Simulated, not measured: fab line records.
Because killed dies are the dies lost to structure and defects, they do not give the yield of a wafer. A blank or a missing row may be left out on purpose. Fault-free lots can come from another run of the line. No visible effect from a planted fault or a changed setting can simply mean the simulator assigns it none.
Chamber matching | flow nand_harc | NHARC_A_SGD_CUT_CMP_21 on cmp-03: 4 sister chambers
The step polishes, target thk 148.19 nm. 30 wafers are shown with their chamber, then 12 later ones without.

## WAFERS WITH THEIR CHAMBER
wafer  | chamber | time_to_endpoint_s (s) | motor_current_A (A)
L074.2 | 0       | 61                     | 12.0
L074.4 | 3       | 54                     | 13.6
L074.6 | 0       | 61                     | 12.5
L074.1 | 2       | 50                     | 12.7
L074.3 | 1       | 51                     | 12.2
L074.5 | 1       | 47                     | 11.4
L076.1 | 2       | 47                     | 12.8
L076.2 | 1       | 48                     | 11.6
L076.6 | 3       | 53                     | 13.7
L079.2 | 1       | 47                     | 11.6
L079.3 | 2       | 48                     | 13.1
L079.5 | 3       | 52                     | 12.6
L079.1 | 0       | 56                     | 12.5
L079.4 | 3       | 53                     | 13.1
L079.6 | 2       | 48                     | 13.4
L081.2 | 1       | 49                     | 11.3
L081.4 | 0       | 60                     | 12.3
L081.6 | 1       | 49                     | 11.6
L087.1 | 0       | 62                     | 12.0
L087.5 | 0       | 63                     | 12.5
L087.6 | 3       | 55                     | 13.1
L085.2 | 1       | 51                     | 11.2
L085.3 | 2       | 54                     | 13.6
L085.5 | 2       | 49                     | 12.6
L088.2 | 0       | 56                     | 12.4
L088.4 | 2       | 49                     | 12.7
L088.5 | 2       | 50                     | 12.9
L088.1 | 1       | 49                     | 11.1
L088.3 | 3       | 51                     | 12.4
L088.6 | 3       | 53                     | 13.3

SIGNATURES, as means of the wafers listed above
reading            | chamber 0 | chamber 1 | chamber 2 | chamber 3 | scatter within a chamber
time_to_endpoint_s | 59.86     | 48.88     | 49.38     | 53.00     | 2.02
motor_current_A    | 12.314    | 11.500    | 12.975    | 13.114    | 0.363
Rule: a wafer lies at a distance from a chamber equal to the root of the sum of squares, over the readings, of (its reading less the chamber's mean, divided by the reading's scatter). If the next closest chamber is less than 2 further off than the closest, the wafer can't be placed; otherwise it belongs to the closest. The scatter: the root of (the sum of the squares of (reading less its chamber's mean) over the shown wafers, divided by (wafers less chambers)).

## WAFERS WITH NO CHAMBER GIVEN
wafer  | time_to_endpoint_s (s) | motor_current_A (A)
L092.2 | 52                     | 12.2
L092.4 | 48                     | 12.4
L092.6 | 52                     | 13.1
L095.1 | 49                     | 13.2
L095.3 | 52                     | 11.4
L095.6 | 48                     | 11.9
L096.2 | 58                     | 12.4
L096.3 | 49                     | 13.1
L096.6 | 60                     | 12.7
L096.1 | 47                     | 11.4
L096.4 | 51                     | 13.1
L096.5 | 47                     | 12.0

## CHAMBER TAKEN BY EACH
wafer  | from the rows above               | in truth
L092.2 | can't be placed: 1 or 2 or 3 or 0 | 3
L092.4 | can't be placed: 2 or 1 or 3      | 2
L092.6 | can't be placed: 3 or 2           | 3
L095.1 | can't be placed: 2 or 3           | 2
L095.3 | 1                                 | 1
L095.6 | can't be placed: 1 or 2           | 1
L096.2 | 0                                 | 0
L096.3 | can't be placed: 2 or 3           | 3
L096.6 | 0                                 | 0
L096.1 | 1                                 | 1
L096.4 | can't be placed: 2 or 3           | 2
L096.5 | can't be placed: 1 or 2           | 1
Correctly placed: 4 of 12. Unplaceable from these rows: 8, with the true chamber sitting among the candidates in 8. Wrongly placed: 0.
